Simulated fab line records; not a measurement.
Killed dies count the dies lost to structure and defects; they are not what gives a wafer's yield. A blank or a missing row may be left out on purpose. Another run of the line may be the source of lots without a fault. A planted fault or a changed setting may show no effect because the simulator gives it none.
Chamber matching    flow nandHarc    NHARC_P_CONTACT_CMP_01 on cmp-02 has 4 sister chambers
The step polishes SiO2, target thk 200 nm. 4 wafers are shown with their chamber, then 8 later ones without.

## WAFERS, EACH WITH ITS CHAMBER
wafer   chamber  motorCurrentA (A)
L088.5  1        10.8
L090.5  0        12.5
L090.6  3        10.8
L091.1  2        11.3

## WAFERS WITHOUT THEIR CHAMBER
wafer   motorCurrentA (A)
L091.2  11.0
L091.3  10.5
L093.4  10.8
L093.5  10.8
L093.6  10.9
L097.3  12.6
L097.4  11.3
L097.6  12.7

## WHICH CHAMBER EACH WENT THROUGH
wafer    from the rows above            in truth
L091.2   can't be placed: 1 or 3 or 2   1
L091.3   can't be placed: 1 or 3        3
L093.4   can't be placed: 1 or 3        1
L093.5   can't be placed: 1 or 3        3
L093.6   can't be placed: 1 or 3 or 2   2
L097.3   0                              0
L097.4   2                              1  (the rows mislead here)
L097.6   0                              0
Correctly placed: 2 of 8. Not placeable from these rows: 5 (in 5, the candidates include the true chamber). Placed wrongly: 1.
How it was worked out, from the rows above alone: a wafer's distance from a chamber is the root of the sum, over the readings, of the square of ((its reading less the chamber's mean) divided by the reading's scatter). The wafer belongs to the nearest chamber; if the next one is less than 2 further off, it can't be placed. A chamber's mean is the mean of its shown wafers. The scatter (one wafer shown for each chamber): square how far every hidden wafer sits from the nearest shown wafer, average those squares and take the square root.
